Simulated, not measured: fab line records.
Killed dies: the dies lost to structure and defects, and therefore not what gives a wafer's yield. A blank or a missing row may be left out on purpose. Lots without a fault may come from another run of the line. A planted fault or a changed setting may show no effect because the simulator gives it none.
Lot-split experiment | flow n5Finfet | route with 1938 steps; 7 lots, 39 wafers read

== SPLIT DETAILS ==
At N5_DUMMY_GATE_EXPOSE_12 (exposes mask GATE, target cd 25 nm), the setting doseMj was moved away from the recipe's 34 on 18 of the 39 wafers read, by -4.2% to +6.0%. This setting was run at the recipe's value on the other wafers.

== FROM THE SPLIT TO THE READING: what the file shows between them, 2 steps ==
- N5_DUMMY_GATE_PEB_13: peb time 60 s
- N5_DUMMY_GATE_DEVELOP_14: develop time 30 s

== THE READING ==
cdNm at N5_DUMMY_GATE_CD_MEAS_15, given in nm (cd target 25.8 nm). On this fab line, fault-free wafers typically give 24.93 nm with a standard deviation of 0.27 nm.

wafer  | tool, chamber at the split | doseMj as run | against the recipe | cdNm, nm | against lot-mates on the recipe
L077.1 | euvScanner-02, 0           | 32.57         | -4.2%              | 26.16    | +0.78
L077.2 | euvScanner-02, 0           | 34            | recipe             | 25.49    | -
L077.3 | euvScanner-02, 0           | 34            | recipe             | 24.91    | -
L077.4 | euvScanner-02, 0           | 34            | recipe             | 25.73    | -
L077.5 | euvScanner-02, 0           | 32.57         | -4.2%              | 26.17    | +0.79
L077.6 | euvScanner-02, 0           | 32.57         | -4.2%              | 26.45    | +1.07
L078.1 | euvScanner-01, 0           | 34            | recipe             | 25.01    | -
L078.2 | euvScanner-01, 0           | 35.51         | +4.4%              | 23.98    | -0.84
L078.3 | euvScanner-01, 0           | 34            | recipe             | 24.89    | -
L078.4 | euvScanner-01, 0           | 35.51         | +4.4%              | 23.84    | -0.98
L078.5 | euvScanner-01, 0           | 35.51         | +4.4%              | 23.96    | -0.86
L078.6 | euvScanner-01, 0           | 34            | recipe             | 24.55    | -
L081.1 | euvScanner-02, 0           | 35.27         | +3.7%              | 24.31    | -0.57
L081.2 | euvScanner-02, 0           | 35.27         | +3.7%              | 24.46    | -0.42
L081.3 | euvScanner-02, 0           | 34            | recipe             | 24.71    | -
L081.4 | euvScanner-02, 0           | 34            | recipe             | 24.98    | -
L081.5 | euvScanner-02, 0           | 35.27         | +3.7%              | 24.18    | -0.70
L081.6 | euvScanner-02, 0           | 34            | recipe             | 24.94    | -
L088.1 | euvScanner-02, 0           | 34            | recipe             | 24.99    | -
L088.2 | euvScanner-02, 0           | 34            | recipe             | 24.82    | -
L088.3 | euvScanner-02, 0           | 34            | recipe             | 25.10    | -
L088.4 | euvScanner-02, 0           | 34.93         | +2.7%              | 24.19    | -0.78
L088.5 | euvScanner-02, 0           | 34.93         | +2.7%              | 24.43    | -0.54
L088.6 | euvScanner-02, 0           | 34.93         | +2.7%              | 24.32    | -0.65
L090.1 | euvScanner-02, 0           | 34            | recipe             | 24.86    | -
L090.2 | euvScanner-02, 0           | 34            | recipe             | 24.83    | -
L090.3 | euvScanner-02, 0           | 33.31         | -2.0%              | 25.20    | +0.42
L090.4 | euvScanner-02, 0           | 33.31         | -2.0%              | 25.43    | +0.65
L090.5 | euvScanner-02, 0           | 34            | recipe             | 24.66    | -
L090.6 | euvScanner-02, 0           | 33.31         | -2.0%              | 25.30    | +0.52
L093.1 | euvScanner-01, 0           | 34            | recipe             | 24.60    | -
L093.3 | euvScanner-01, 0           | 34            | recipe             | 24.81    | -
L093.6 | euvScanner-01, 0           | 34            | recipe             | 24.79    | -
L096.1 | euvScanner-01, 0           | 34            | recipe             | 24.90    | -
L096.2 | euvScanner-01, 0           | 36.04         | +6.0%              | 23.89    | -1.21
L096.3 | euvScanner-01, 0           | 36.04         | +6.0%              | 24.07    | -1.03
L096.4 | euvScanner-01, 0           | 36.04         | +6.0%              | 24.07    | -1.03
L096.5 | euvScanner-01, 0           | 34            | recipe             | 25.44    | -
L096.6 | euvScanner-01, 0           | 34            | recipe             | 24.95    | -

FIT RESULTS
A straight line over all 39 wafers: cdNm changes by -0.213 nm for each +1% of doseMj; r = -0.90; the points scatter about the line by 0.27 nm.
The same after taking each lot's own level away (the mean of its wafers on the recipe; 39 wafers): -0.196 nm for each +1%; r = -0.95; scatter 0.18 nm.
The reading moves by 1.2 nm for the largest change in doseMj, on that fit.
The lots' own levels span 24.733 to 25.377 nm, that is 2.4 times the standard deviation above.
The two slopes are in agreement: the lot-to-lot level therefore moves the slope only a little.
Check: for one of the wafers moved furthest among these (+6.0%), held out of the fit, the line's prediction against its lot-mates is -1.14 nm. It came out at -1.21 nm against them.

== THE FILE'S OWN FIT ==
cdNm changes by -0.194 nm for each +1% of doseMj, r = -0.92.
